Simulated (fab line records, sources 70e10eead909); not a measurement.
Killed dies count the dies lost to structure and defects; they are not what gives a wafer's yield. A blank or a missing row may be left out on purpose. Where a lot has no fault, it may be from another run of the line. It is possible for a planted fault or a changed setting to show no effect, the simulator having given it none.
Which tool is to blame?	flow nandHarc	at 1 step of a route of 1159, 11 lots with 33 wafers sampled

== WHAT EACH GAUGE READ, for each wafer ==
NHARC_P_M1_CD_MEAS_09: target cd 130 nm.
lot	measured	on	cdNm (nm)
L402	day 6 13:04	cdSem-01	128.8 129.6 129.2
L404	day 6 21:25	cdSem-01	130.0 130.7 129.8
L405	day 7 04:58	cdSem-01	130.2 130.2 130.2
L406	day 7 18:41	cdSem-01	130.1 130.0 129.4
L408	day 7 19:50	cdSem-02	130.6 129.9 130.1
L410	day 8 04:49	cdSem-01	129.2 129.1 128.8
L409	day 8 05:34	cdSem-01	129.2 129.2 129.2
L411	day 9 06:45	cdSem-01	129.8 130.2 129.8
L421	day 11 06:46	cdSem-02	130.6 130.7 129.9
L422	day 11 08:52	cdSem-02	129.3 129.7 128.8
L423	day 12 01:32	cdSem-03	129.1 129.9 128.9

== TOOL THAT RAN EACH LOT (tool first, then ch and the chambers of the sampled wafers, then the start) ==
Before these readings, the record contains no process step.

== AS READ BY THE TOOLS THEMSELVES (means over the sampled wafers that have a number; for cases with no such wafer, the mark the record gives instead) ==
The record holds no such reading with a usual standard deviation.

== THE ANSWER, worked out from the rows above alone ==
Rule: usual is defined by the lots themselves. The widest of any qualifying gaps counts: lots, ordered by their means at a reading, are off when they make up no more than a third of the lots, leave a main group of 4 or more, and stand apart from it by 3 or more times the standard deviation of that group's means. If all means in a main group match to the digits the tables above print for the reading, that group is not used. A lot without any number at a reading at which 4 lots or more have one is off too. Where the step has rows for the other lots, those lots are counted as sound. The gauges are gone through in route order, then the tools' own readings, and for those a lot's mean is taken as printed above. At the first step where some lot is off, the reading lying furthest off is the one used; lots without a number count as furthest.
Nothing can be told from this: no lot is off at any reading shown.

== WHAT THE SIMULATOR HAD INSERTED ==
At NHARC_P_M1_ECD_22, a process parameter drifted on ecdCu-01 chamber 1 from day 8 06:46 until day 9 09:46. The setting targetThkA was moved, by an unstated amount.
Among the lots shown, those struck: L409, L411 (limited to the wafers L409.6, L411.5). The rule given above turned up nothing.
